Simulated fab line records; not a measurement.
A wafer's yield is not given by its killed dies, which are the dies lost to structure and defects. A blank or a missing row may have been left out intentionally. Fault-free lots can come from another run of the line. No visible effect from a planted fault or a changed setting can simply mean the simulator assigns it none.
fab line records	flow n5Finfet
record: lots: 6	wafers: 18	lastDay: 20
route steps=1938 shown PASSIVATION@1909
lots with no fault: from the same line, run without faults
startH: hours from the record's first day to the start of the lot's first wafer shown	waitH: hours since the lot's step before	" identical to the entry in the row above	L1.1+2: a row that stands for several wafers	- no value, or no start given	* or withheld: withheld	< > ~ a bound
route shown NAME@n: NAME is a module with steps in the file, n the number in the route of the first one	usual: average and standard deviation across the fault-free wafers	same: alike in all rows	chamber/n: place in a boat	sites: readings site by site	_std_site: how widely they spread, as a standard deviation	_edge_site: mean of outer sites minus mean of inner sites	radiusMm: how far each site lies from the wafer's centre	mask NAME#n: copy n	behind: the tool/chamber that last shaped the wafer	hold: what put the lot on hold/how long, in hours/how the hold closed	device: which transistor (n, p or np) failed to switch	end of line: the same wafers' tests at the end of the route	a step without rows: its recipe alone	killed: dies that structure and defects cost at the first sort, which is not the same as the wafer's yield	map: the dies of a wafer, with x for killed, . for not killed, _ for no die there
set.NAME: setting as actually run; set.NAME@STEP: the setting as run at that earlier step	model.NAME: the simulator's own value behind a step, which no gauge read
a table for each step, a row for each wafer; lots at some steps of the route
services: the hour from which a tool's chamber was out of use, counted from the record's first day as startH (under 0 if before that day), plus the number of hours and why
== steps ==
step: N5_PASSIVATION_AL_ETCH_33
recipe: chemistry: Cl2/BCl3	targetDepthA: 28000	overEtchFrac: 0.15	Cl2_flow_sccm: 180	bcl3FlowSccm: 60	target: Al	stopOn: TaN	timeS: 466.7	ionEnergyEv: 100	pressureMtorr: 10	icpW: 900	biasW: 100
usual: drypumpMotorCurrentA: 5.9/0.32	mfcCl2Sccm: 180.1/0.57	oesProductAu: 0.71/0.045	throttleValvePct: 34.34/0.15
lot.wafer	tool	chamber	startH	waitH	drypumpMotorCurrentA	mfcCl2Sccm	oesProductAu	rfHoursCounterH	throttleValvePct
L533.1	rieMetal-01	1	266.35	0.1	6.2	181.2	0.69	41	34.32
L533.5	"	0	"	"	5.6	180.0	0.81	-	34.27
L533.6	"	1	"	"	6.2	181.1	0.69	-	34.32
L535.3	rieMetal-02	1	270.64	0.2	5.3	179.1	0.72	-	34.62
L535.4	"	0	"	"	6.2	178.8	0.78	-	34.40
L535.5	"	0	"	"	6.2	180.0	0.77	-	34.42
L544.3	rieMetal-02	1	404.90	0.2	5.3	180.1	0.71	-	34.60
L544.4	"	0	"	"	6.2	179.8	0.74	-	34.38
L544.6	"	0	"	"	6.2	180.1	0.75	-	34.40
L543.2	rieMetal-02	0	405.53	0.1	6.2	180.5	0.74	25	34.39
L543.3	"	0	"	"	6.2	179.6	0.74	-	34.41
L543.4	"	1	"	"	5.3	180.0	0.70	-	34.63
L550.1	rieMetal-03	0	430.30	0.1	6.0	181.2	0.62	67	34.12
L550.2	"	1	"	"	6.0	180.3	0.68	44	34.34
L550.5	"	0	"	"	6.0	180.9	0.63	-	34.11
L549.2	rieMetal-02	1	463.58	0.1	5.3	180.3	0.71	41	34.57
L549.4	"	0	"	"	6.2	180.2	0.73	-	34.39
L549.6	"	0	"	"	6.2	180.6	0.74	-	34.36
step: N5_PASSIVATION_ETCH_59
recipe: chemistry: Cl2/BCl3	target: TaN	targetDepthA: 650	timeS: 34.9	ionEnergyEv: 100	pressureMtorr: 10	icpW: 900	biasW: 100	Cl2_flow_sccm: 60	bcl3FlowSccm: 30
usual: drypumpMotorCurrentA: 5.9/0.31	mfcCl2Sccm: 59.96/0.19	oesProductAu: 0.79/0.055	throttleValvePct: 21.13/0.13
lot.wafer	tool	chamber	startH	waitH	drypumpMotorCurrentA	mfcCl2Sccm	oesProductAu	rfHoursCounterH	throttleValvePct
L533.1	rieMetal-01	1	266.75	0.3	6.2	60.13	0.78	41	21.06
L533.5	"	0	"	"	5.6	60.05	0.89	-	20.99
L533.6	"	1	"	"	6.2	60.33	0.78	-	21.07
L535.3	rieMetal-02	1	270.94	0.2	5.3	59.97	0.83	-	21.33
L535.4	"	0	"	"	6.2	60.00	0.88	-	21.11
L535.5	"	0	"	"	6.2	60.47	0.87	-	21.11
L544.3	rieMetal-02	1	405.20	0.2	5.3	60.15	0.80	-	21.35
L544.4	"	0	"	"	6.2	59.96	0.85	-	21.13
L544.6	"	0	"	"	6.2	59.87	0.85	-	21.13
L543.2	rieMetal-02	0	405.93	0.3	6.2	59.85	0.85	25	21.13
L543.3	"	0	"	"	6.2	59.89	0.84	-	21.13
L543.4	"	1	"	"	5.3	59.83	0.80	-	21.34
L550.1	rieMetal-03	0	430.70	0.3	6.0	60.05	0.70	67	20.98
L550.2	"	1	"	"	6.0	59.99	0.77	44	21.22
L550.5	"	0	"	"	6.0	60.05	0.69	-	20.99
L549.2	rieMetal-02	1	463.98	0.3	5.3	59.78	0.77	42	21.37
L549.4	"	0	"	"	6.2	60.14	0.81	-	21.15
L549.6	"	0	"	"	6.2	59.86	0.82	-	21.16
step: N5_PASSIVATION_STRIP_34
recipe: chemistry: O2	powerW: 600	tempC: 60	pressureMtorr: 30	rfFrequencyHz: 6e+07	biasPowerW: 0	overashFraction: 2	o2FlowSccm: 225
usual: drypumpMotorCurrentA: 5.7/0.49	oesProductAu: 0.81/0.072	rfVppV: 3.6/1.6	showerheadPlenumPTorr: 2.09/0.056	throttleValvePct: 16.60/0.24
same: biasPowerW: 0
lot.wafer	tool	chamber	startH	waitH	drypumpMotorCurrentA	oesProductAu	rfHoursCounterH	rfVppV	showerheadPlenumPTorr	throttleValvePct
L533.1	rieDiel-05	1	266.90	0.1	5.8	0.66	245	2.8	1.99	17.07
L533.5	"	2	"	"	6.1	0.88	-	2.9	2.14	16.32
L533.6	"	1	"	"	5.8	0.66	-	2.3	1.99	17.10
L535.3	rieDiel-01	0	271.02	0.1	5.8	0.88	54	6.5	2.15	16.38
L535.4	"	1	"	"	6.0	0.78	112	3.1	2.11	16.49
L535.5	"	0	"	"	5.8	0.87	-	3.7	2.14	16.36
L544.3	rieDiel-01	2	405.28	0.1	5.4	0.79	123	4.4	2.03	16.84
L544.4	"	0	"	"	5.8	0.82	98	5.3	2.13	16.50
L544.6	"	3	"	"	6.0	0.71	-	3.6	2.06	16.96
L543.2	rieDiel-01	0	406.04	0.1	5.8	0.83	98	4.4	2.13	16.44
L543.3	"	1	"	"	6.0	0.74	156	6.3	2.10	16.59
L543.4	"	3	"	"	6.0	0.72	187	1.4	2.06	16.94
L550.1	rieDiel-05	2	430.82	0.1	6.1	0.86	86	4.6	2.12	16.35
L550.2	"	1	"	"	5.8	0.87	42	3.8	2.24	16.66
L550.5	"	0	"	"	5.6	0.83	-	3.1	2.05	16.56
L549.2	rieDiel-05	3	464.10	0.1	6.6	0.78	106	3.3	2.04	16.43
L549.4	"	0	"	"	5.7	0.83	67	1.0	2.05	16.57
L549.6	"	3	"	"	6.6	0.79	-	4.3	2.04	16.43
step: N5_PASSIVATION_STRIP_51
recipe: chemistry: postEtchResidueRemover	timeS: 1200	tempC: 72.5
step: N5_PASSIVATION_CLEAN_69
recipe: chemistry: IPA	timeS: 180	tempC: 25
step: N5_PASSIVATION_SRD_70
recipe: dry: ipaMarangoni	timeS: 30	tempC: 23	rinseLiquid: diw
step: N5_PASSIVATION_PECVD_53
recipe: material: SiO2	targetThkA: 8000	tempC: 400	precursor: TEOS/O2	pressureTorr: 6.5	rfW: withheld	teosFlowSccm: withheld	gas: O2	flowSccm: 2650	timeS: 169.4
step: N5_PASSIVATION_PECVD_35
recipe: material: SiNx	targetThkA: 7000	tempC: 400	precursor: SiH4/NH3/N2	pressureTorr: 4.9	rfW: 1406	timeS: 151.3
usual: heaterPowerW: 361/69	showerheadPlenumPTorr: 8.66/0.048	throttleValvePct: 29.4/1.6
lot.wafer	tool	chamber	startH	waitH	heaterPowerW	showerheadPlenumPTorr	sinceWetCleanH	throttleValvePct
L533.1	pecvd-02	2	267.57	0.1	446	8.65	217	28.0
L533.5	"	0	"	"	346	8.69	-	30.3
L533.6	"	2	"	"	366	8.65	-	28.1
L535.3	pecvd-04	2	271.64	0.1	478	8.63	584	28.1
L535.4	"	2	"	"	499	8.62	-	28.2
L535.5	"	1	"	"	406	8.62	-	31.7
L544.3	pecvd-02	0	405.90	0.1	299	8.70	1110	30.3
L544.4	"	0	"	"	343	8.70	-	30.5
L544.6	"	2	"	"	425	8.68	-	28.6
L543.2	pecvd-02	2	406.65	0.1	459	8.68	357	28.5
L543.3	"	1	"	"	430	8.57	1836	29.1
L543.4	"	0	"	"	363	8.69	-	30.3
L550.1	pecvd-02	2	431.43	0.1	400	8.69	381	28.5
L550.2	"	1	"	"	351	8.60	1860	29.1
L550.5	"	1	"	"	396	8.56	-	29.0
L549.2	pecvd-01	0	464.71	0.1	387	8.62	987	31.6
L549.4	"	2	"	"	266	8.66	-	27.3
L549.6	"	0	"	"	260	8.63	-	31.3
step: N5_PASSIVATION_HMDS_37
recipe: timeS: 60	tempC: 120
step: N5_PASSIVATION_COAT_38
recipe: spinRpm: 3000	resistThkNm: withheld
step: N5_PASSIVATION_EBR_40
recipe: solvent: PGMEA	ebrWidthMm: 1.5
step: N5_PASSIVATION_SOFTBAKE_39
recipe: tempC: 110	timeS: 120
step: N5_PASSIVATION_EXPOSE_41
recipe: maskId: PASS_OPEN	na: 0.55	defocusNm: 0	sourceShape: conventional	sigmaOuter: 0.8	polarization: unpolarized	targetCdNm: 40000	doseMj: 57.25
usual: exposureDoseMJCm2: 57.26/0.054
lot.wafer	tool	chamber	startH	waitH	mask	exposureDoseMJCm2
L533.1	krfScanner-02	0	268.00	-	PASS_OPEN#0	57.25
L533.5	"	0	"	"	PASS_OPEN#0	57.22
L533.6	"	0	"	"	PASS_OPEN#0	57.25
L535.3	krfScanner-02	0	271.90	-	PASS_OPEN#0	57.20
L535.4	"	0	"	"	PASS_OPEN#0	57.18
L535.5	"	0	"	"	PASS_OPEN#0	57.22
L544.3	krfScanner-02	0	406.16	-	PASS_OPEN#0	61.48
L544.4	"	0	"	"	PASS_OPEN#0	61.51
L544.6	"	0	"	"	PASS_OPEN#0	61.46
L543.2	krfScanner-02	0	406.91	-	PASS_OPEN#0	61.43
L543.3	"	0	"	"	PASS_OPEN#0	61.45
L543.4	"	0	"	"	PASS_OPEN#0	61.38
L550.1	krfScanner-01	0	431.68	-	PASS_OPEN#0	57.17
L550.2	"	0	"	"	PASS_OPEN#0	57.25
L550.5	"	0	"	"	PASS_OPEN#0	57.25
L549.2	krfScanner-01	0	464.97	-	PASS_OPEN#0	57.27
L549.4	"	0	"	"	PASS_OPEN#0	57.34
L549.6	"	0	"	"	PASS_OPEN#0	57.29
step: N5_PASSIVATION_PEB_42
recipe: pebTempC: withheld	pebTimeS: *
step: N5_PASSIVATION_DEVELOP_43
recipe: developTimeS: 60	rinseLiquid: diw	dry: airSpin	devTempC: 21
step: N5_PASSIVATION_HARDBAKE_45
recipe: tempC: 130	timeS: 120
step: N5_PASSIVATION_CD_MEAS_44
recipe: targetCdNm: 40000	landingEnergyEv: 500	detector: seInlens
usual: cdNm: 40000/3.2
lot.wafer	tool	chamber	startH	waitH	cdNm
L533.1	cdSem-03	0	268.18	-	40002
L533.5	"	0	"	"	40002
L533.6	"	0	"	"	40004
L535.3	cdSem-01	0	272.07	-	39996
L535.4	"	0	"	"	39999
L535.5	"	0	"	"	39999
L544.3	cdSem-03	0	406.33	-	40019
L544.4	"	0	"	"	40024
L544.6	"	0	"	"	40024
L543.2	cdSem-03	0	407.09	-	40023
L543.3	"	0	"	"	40030
L543.4	"	0	"	"	40026
L550.1	cdSem-02	0	431.86	-	40004
L550.2	"	0	"	"	40002
L550.5	"	0	"	"	40000
L549.2	cdSem-01	0	465.15	-	40002
L549.4	"	0	"	"	40008
L549.6	"	0	"	"	40005
step: N5_PASSIVATION_OVL_MEAS_66
recipe: pointsPerWafer: 44
usual: PASS_OPEN_OVL: -3/6.7
lot.wafer	tool	chamber	startH	waitH	PASS_OPEN_OVL[nm]
L533.1	overlay-02	0	268.21	0.0	-2
L533.5	"	0	"	"	-4
L533.6	"	0	"	"	-9
L535.3	overlay-01	0	272.10	0.0	-11
L535.4	"	0	"	"	-6
L535.5	"	0	"	"	-14
L544.3	overlay-01	0	406.36	0.0	-14
L544.4	"	0	"	"	-7
L544.6	"	0	"	"	-1
L543.2	overlay-01	0	407.12	0.0	2
L543.3	"	0	"	"	7
L543.4	"	0	"	"	1
L550.1	overlay-01	0	431.89	0.0	1
L550.2	"	0	"	"	3
L550.5	"	0	"	"	9
L549.2	overlay-01	0	465.17	0.0	-4
L549.4	"	0	"	"	5
L549.6	"	0	"	"	11
== services ==
tool	chamber	startH	hours	kind
rieMetal-03	1	242.54	4.7	repair
krfScanner-01	-	243.64	0.8	pm
pecvd-02	1	244.20	30.8	repair
krfScanner-02	-	245.72	4.6	repair
rieMetal-03	0	253.58	10.4	repair
krfScanner-01	-	256.76	1.0	pm
rieDiel-05	3	276.08	2.3	repair
krfScanner-02	-	279.75	0.2	repair
krfScanner-02	-	281.95	0.5	repair
rieDiel-01	2	315.19	3.4	repair
rieDiel-01	0	316.28	5.0	repair
krfScanner-02	-	318.91	0.8	pm
krfScanner-02	-	328.09	1.3	pm
krfScanner-01	-	334.48	0.6	repair
rieDiel-05	2	351.67	2.7	repair
rieDiel-01	2	362.38	15.4	repair
krfScanner-01	-	371.94	1.3	pm
rieDiel-01	-	378.99	1.1	repair
krfScanner-02	-	393.03	1.0	pm
pecvd-02	-	394.93	2.9	repair
krfScanner-02	-	397.32	0.5	repair
krfScanner-01	-	402.39	2.3	repair
krfScanner-01	-	412.44	0.8	pm
krfScanner-02	-	418.98	9.2	repair
== key ==
firstSign: step: N5_PASSIVATION_EXPOSE_41	reading: exposureDoseMJCm2	direction: up	sigmas: 77	usual: 57.26	struck: 61.45
effect: step: N5_PASSIVATION_CD_MEAS_44	reading: cdNm	direction: up	sigmas: 6.1	usual: 40000	struck: 40024
metAt N5_PASSIVATION_EXPOSE_41
struckWafers L543.2,L543.3,L543.4,L544.3,L544.4,L544.6
onsetBetween 271.90 406.16
fault: kind: processParameterDrift	tool: krfScanner-02	chamber: -	onsetH: 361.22	steps: N5_PASSIVATION_EXPOSE_41	channel: doseMj	offset: 4.1739	shape: step	actsIn: theseRecipesOnly	stated: 57.25
